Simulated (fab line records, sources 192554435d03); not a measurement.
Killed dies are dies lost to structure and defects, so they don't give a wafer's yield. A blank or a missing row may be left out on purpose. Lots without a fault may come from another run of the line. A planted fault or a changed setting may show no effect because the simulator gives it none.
fab line records | flow n5_finfet
record lots=11 wafers=32 last_day=18
route steps=1938 shown BEOL_M8@1347
lots that met no fault: from a run of the same line without faults
start_h: hours from the record's first day to the start of the lot's first wafer shown | wait_h: hours since the lot's step before | " the same as in the row above | L1.1+2: a row that stands for several wafers | - no value, or no start given | * or withheld: withheld | < > ~ a bound
route shown NAME@n: a module of which the file shows steps, and the number in the route of the first | usual: mean/standard deviation of fault-free wafers | same: alike in all rows | chamber/n: place in a boat | sites: the reading at each site | _std_site: their standard deviation | _edge_site: outer sites' mean less inner sites' | radius_mm: how far each site lies from the wafer's centre | mask NAME#n: copy n | behind: the tool/chamber that last shaped the wafer | hold: why the lot was held/for how many hours/how that ended | device: the transistor (n, p or np) that didn't switch | end of line: the same wafers' tests at the end of the route | a step without rows: its recipe alone | killed: dies lost to structure and defects at the first sort, not the wafer's yield | map: a wafer's dies, x killed, . not, _ none there
set.NAME: the setting as run; set.NAME@STEP: as run at that earlier step | model.NAME: the simulator's own value behind a step, which no gauge read
steps of the route over a sample of lots; a table a step, a row a wafer
services: from which hour (start_h, from the record's first day; less than 0 if before it) a tool's chamber was out of use, for how many hours, and why
## steps
# step N5_BEOL_M8_INSPECT_13
# recipe mode=adi inspect_instrument=brightfield
# usual raw_defect_count=440/110
# columns lot.wafer tool chamber start_h wait_h raw_defect_count
L734.1 defect_inspect-02 - 212.69 0.0 527
L734.3 " - " " 372
L734.6 " - " " 635
L735.1 defect_inspect-01 - 223.55 0.0 533
L735.3 " - " " 462
L735.4 " - " " 449
L738.2 defect_inspect-02 - 236.84 0.0 521
L738.4 " - " " 458
L738.5 " - " " 518
L743.1 defect_inspect-01 - 253.79 0.0 321
L743.5 " - " " 310
L743.6 " - " " 382
L742.1 defect_inspect-01 - 255.60 0.0 389
L742.3 " - " " 424
L742.5 " - " " 476
L744.2 defect_inspect-01 - 264.66 0.0 333
L744.3 " - " " 349
L744.5 " - " " 386
L745.3 defect_inspect-02 - 267.91 0.0 375
L745.5 " - " " 340
L745.6 " - " " 439
L754.1 defect_inspect-02 - 341.40 0.0 421
L754.5 " - " " 453
L754.6 " - " " 614
L756.5 defect_inspect-01 - 348.48 0.0 383
L756.6 " - " " 322
L755.2 defect_inspect-01 - 350.01 0.0 395
L755.4 " - " " 454
L755.6 " - " " 351
L757.1 defect_inspect-01 - 354.04 0.0 433
L757.2 " - " " 237
L757.3 " - " " 426
# step N5_BEOL_M8_CD_MEAS_18
# recipe pitch_nm=80 target_cd_nm=40
# usual cd_nm=39.9/0.56
# columns lot.wafer tool chamber start_h wait_h cd_nm
L734.1 cd_sem-03 - 213.20 0.0 39.6
L734.3 " - " " 39.8
L734.6 " - " " 40.2
L735.1 cd_sem-03 - 224.05 0.0 39.9
L735.3 " - " " 40.2
L735.4 " - " " 40.8
L738.2 cd_sem-03 - 238.95 0.1 39.6
L738.4 " - " " 39.7
L738.5 " - " " 39.5
L743.1 cd_sem-01 - 254.30 0.0 40.3
L743.5 " - " " 39.3
L743.6 " - " " 40.1
L742.1 cd_sem-02 - 256.52 0.1 40.2
L742.3 " - " " 41.0
L742.5 " - " " 40.5
L744.2 cd_sem-02 - 265.15 0.1 40.1
L744.3 " - " " 40.2
L744.5 " - " " 40.6
L745.3 cd_sem-01 - 268.61 0.1 39.6
L745.5 " - " " 38.5
L745.6 " - " " 39.4
L754.1 cd_sem-03 - 341.89 0.0 39.8
L754.5 " - " " 39.5
L754.6 " - " " 39.2
L756.5 cd_sem-03 - 349.18 0.0 40.1
L756.6 " - " " 40.3
L755.2 cd_sem-02 - 350.51 0.1 40.2
L755.4 " - " " 39.1
L755.6 " - " " 40.7
L757.1 cd_sem-01 - 354.53 0.0 39.7
L757.2 " - " " 39.9
L757.3 " - " " 39.4
# step N5_BEOL_M8_ETCH_72
# recipe chemistry=N2/H2 target=underlayer target_depth_a=65 mask_material=CAR-EUV time_s=5.2 ion_energy_ev=200 pressure_mtorr=30 source_w=840 bias_w=150 n2_flow_sccm=200 h2_flow_sccm=200 ends=cleared
# usual drypump_motor_current_A=5.9/0.52 etch_rf_on_time_s=5.15/0.14 oes_product_au=0.72/0.088 rf_fwd_power_W=819.7/2.7 rf_vpp_V=525.8/2.4 showerhead_plenum_p_Torr=2.61/0.069 throttle_valve_pct=17.69/0.22
# columns lot.wafer tool chamber start_h wait_h drypump_motor_current_A etch_rf_on_time_s oes_product_au rf_fwd_power_W rf_hours_counter_h rf_vpp_V showerhead_plenum_p_Torr throttle_valve_pct
L734.1 rie_diel-01 3 216.74 0.0 6.6 4.95 0.83 818.3 1 524.3 2.61 17.53
L734.3 " 0 " " 6.3 5.32 0.64 819.7 128 526.5 2.65 17.66
L734.6 " 2 " " 5.2 4.98 0.71 816.0 - 528.9 2.71 17.78
L735.1 rie_diel-06 3 227.56 0.0 5.4 5.38 0.77 821.4 21 529.9 2.70 17.63
L735.3 " 2 " " 6.3 5.03 0.87 816.6 3 521.2 2.51 17.62
L735.4 " 1 " " 6.6 5.22 0.60 824.1 223 526.4 2.61 17.82
L738.2 rie_diel-01 2 240.60 0.0 5.2 4.99 0.70 821.9 82 529.1 2.70 17.80
L738.4 " 3 " " 6.6 4.96 0.78 823.8 13 524.5 2.60 17.57
L738.5 " 1 " " 5.8 5.09 0.84 824.2 - 527.9 2.69 17.15
L743.1 rie_diel-06 1 255.04 0.0 6.6 5.27 0.59 819.7 228 526.1 2.61 17.84
L743.5 " 2 " " 6.3 5.11 0.82 816.8 - 520.7 2.51 17.62
L743.6 " 0 " " 5.7 5.18 0.59 819.8 - 526.0 2.61 17.96
L742.1 rie_diel-06 2 257.52 0.0 6.3 5.11 0.82 820.3 10 523.9 2.51 17.66
L742.3 " 0 " " 5.7 5.19 0.57 820.7 243 524.2 2.61 17.94
L742.5 " 2 " " 6.3 5.09 0.82 812.9 - 523.8 2.51 17.64
L744.2 rie_diel-06 1 266.63 0.0 6.6 3.05 0.83 817.6 234 529.3 2.61 17.93
L744.3 " 3 " " 5.4 3.13 1.04 816.6 26 529.3 2.69 17.70
L744.5 " 1 " " 6.6 5.18 0.59 821.8 - 527.1 2.61 17.85
L745.3 rie_diel-06 1 271.81 0.0 6.6 3.05 0.84 820.3 236 523.8 2.61 17.89
L745.5 " 0 " " 5.7 5.24 0.58 816.5 - 526.8 2.61 17.95
L745.6 " 1 " " 6.6 5.21 0.60 819.9 - 525.4 2.61 17.85
L754.1 rie_diel-06 0 343.99 0.0 5.7 5.32 0.79 820.2 17 524.8 2.60 17.53
L754.5 " 2 " " 6.3 5.00 0.77 824.5 - 521.6 2.49 17.66
L754.6 " 3 " " 5.4 5.34 0.73 818.2 - 528.6 2.68 17.68
L756.5 rie_diel-03 2 353.22 0.0 5.0 5.05 0.65 819.4 - 524.2 2.56 18.37
L756.6 " 3 " " 6.0 5.02 0.65 814.1 - 519.3 2.41 17.79
L755.2 rie_diel-06 3 353.26 0.0 5.4 5.28 0.72 822.8 56 528.5 2.68 17.71
L755.4 " 0 " " 5.8 5.25 0.78 816.8 19 524.2 2.60 17.56
L755.6 " 1 " " 6.6 5.08 0.84 818.4 - 525.4 2.60 17.45
L757.1 rie_diel-01 2 357.08 0.0 5.2 5.04 0.67 816.4 125 525.9 2.68 17.89
L757.2 " 3 " " 6.6 5.01 0.72 824.2 57 528.1 2.58 17.64
L757.3 " 0 " " 6.3 5.40 0.59 820.6 184 527.1 2.63 17.73
# step N5_BEOL_M8_STRIP_80
# recipe chemistry=N2/H2 time_s=10 power_w=450 temp_c=40 pressure_mtorr=20 rf_frequency_hz=6e+07 bias_power_w=7 n2_flow_sccm=200 h2_flow_sccm=200
# usual drypump_motor_current_A=5.9/0.53 oes_product_au=0.84/0.1 rf_vpp_V=59.3/0.84 showerhead_plenum_p_Torr=2.61/0.069 throttle_valve_pct=23.45/0.28
# columns lot.wafer tool chamber start_h wait_h drypump_motor_current_A oes_product_au rf_hours_counter_h rf_vpp_V showerhead_plenum_p_Torr throttle_valve_pct
L734.1 rie_diel-01 3 - - 6.5 0.96 2 60.0 2.60 23.34
L734.3 " 0 " " 6.3 0.76 128 59.3 2.65 23.24
L734.6 " 2 " " 5.2 0.83 - 60.4 2.70 23.65
L735.1 rie_diel-06 3 - - 5.4 0.90 21 60.2 2.69 23.44
L735.3 " 2 " " 6.3 1.01 3 60.0 2.51 23.48
L735.4 " 1 " " 6.6 0.70 223 58.6 2.61 23.42
L738.2 rie_diel-01 2 - - 5.2 0.82 82 60.2 2.70 23.69
L738.4 " 3 " " 6.6 0.92 13 59.3 2.60 23.35
L738.5 " 1 " " 5.7 1.00 - 59.8 2.69 22.77
L743.1 rie_diel-06 1 - - 6.6 0.70 229 58.8 2.61 23.40
L743.5 " 2 " " 6.3 0.98 - 59.6 2.50 23.51
L743.6 " 0 " " 5.7 0.68 - 59.4 2.60 23.74
L742.1 rie_diel-06 2 - - 6.3 0.98 10 59.5 2.50 23.50
L742.3 " 0 " " 5.8 0.68 244 58.9 2.60 23.75
L742.5 " 2 " " 6.3 0.98 - 58.6 2.50 23.48
L744.2 rie_diel-06 1 - - 6.6 0.70 234 59.1 2.60 23.42
L744.3 " 3 " " 5.4 0.90 26 58.6 2.69 23.44
L744.5 " 1 " " 6.6 0.69 - 59.8 2.60 23.42
L745.3 rie_diel-06 1 - - 6.6 0.70 236 61.1 2.60 23.43
L745.5 " 0 " " 5.7 0.68 - 58.4 2.60 23.76
L745.6 " 1 " " 6.6 0.70 - 59.5 2.60 23.43
L754.1 rie_diel-06 0 - - 5.7 0.92 17 59.5 2.59 23.43
L754.5 " 2 " " 6.3 0.91 - 57.3 2.49 23.52
L754.6 " 3 " " 5.4 0.85 - 58.6 2.68 23.49
L756.5 rie_diel-03 2 - - 5.0 0.76 - 59.3 2.56 24.28
L756.6 " 3 " " 6.0 0.75 - 58.5 2.41 23.38
L755.2 rie_diel-06 3 - - 5.4 0.85 56 59.8 2.68 23.51
L755.4 " 0 " " 5.8 0.93 20 60.0 2.59 23.43
L755.6 " 1 " " 6.6 0.99 - 59.5 2.59 23.18
L757.1 rie_diel-01 2 - - 5.2 0.78 125 58.1 2.68 23.75
L757.2 " 3 " " 6.6 0.84 57 58.4 2.58 23.42
L757.3 " 0 " " 6.3 0.72 184 60.2 2.63 23.31
## services
# columns tool chamber start_h hours kind
rie_diel-06 2 200.19 - clean
rie_diel-06 2 200.19 - consumable_replace:focus_ring
rie_diel-06 2 200.19 17.7 scheduled_down
rie_diel-06 2 200.19 17.7 vent_cycle
rie_diel-01 1 213.94 - clean
rie_diel-01 1 213.94 - consumable_replace:focus_ring
rie_diel-01 1 213.94 - consumable_replace:showerhead
rie_diel-06 - 233.19 15.6 pm
rie_diel-06 3 251.02 9.4 repair
rie_diel-03 3 259.60 4.2 repair
rie_diel-06 0 263.94 4.2 repair
rie_diel-06 - 277.23 4.3 pm
rie_diel-06 0 284.94 - clean
rie_diel-06 0 284.94 - consumable_replace:focus_ring
rie_diel-06 0 284.94 15.1 scheduled_down
rie_diel-06 0 284.94 15.1 vent_cycle
rie_diel-01 0 287.50 1.8 repair
rie_diel-03 0 303.24 7.5 repair
rie_diel-06 2 309.91 2.8 repair
rie_diel-06 1 313.78 - clean
rie_diel-06 1 313.78 - consumable_replace:focus_ring
rie_diel-06 1 313.78 20.5 scheduled_down
rie_diel-06 1 313.78 20.5 vent_cycle
rie_diel-03 1 321.25 4.6 repair
## key
first_sign step=N5_BEOL_M8_ETCH_72 reading=etch_rf_on_time_s direction=down sigmas=14 usual=* struck=*
effect step=N5_BEOL_M8_ETCH_72 reading=oes_product_au direction=up sigmas=2.1 usual=0.72 struck=0.90
met_at N5_BEOL_M8_ETCH_72
struck_lots L744,L745
struck_wafers L744.2,L744.3,L745.3
not_acting_at N5_BEOL_M8_INSPECT_13,N5_BEOL_M8_CD_MEAS_18,N5_BEOL_M8_STRIP_80
onset_between 257.52 266.63
fault kind=process_parameter_drift tool=rie_diel-06 chamber=- onset_h=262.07 steps=N5_BEOL_M8_ETCH_72 channel=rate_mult offset=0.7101 shape=step end_h=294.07 scope=struck_wafers_only
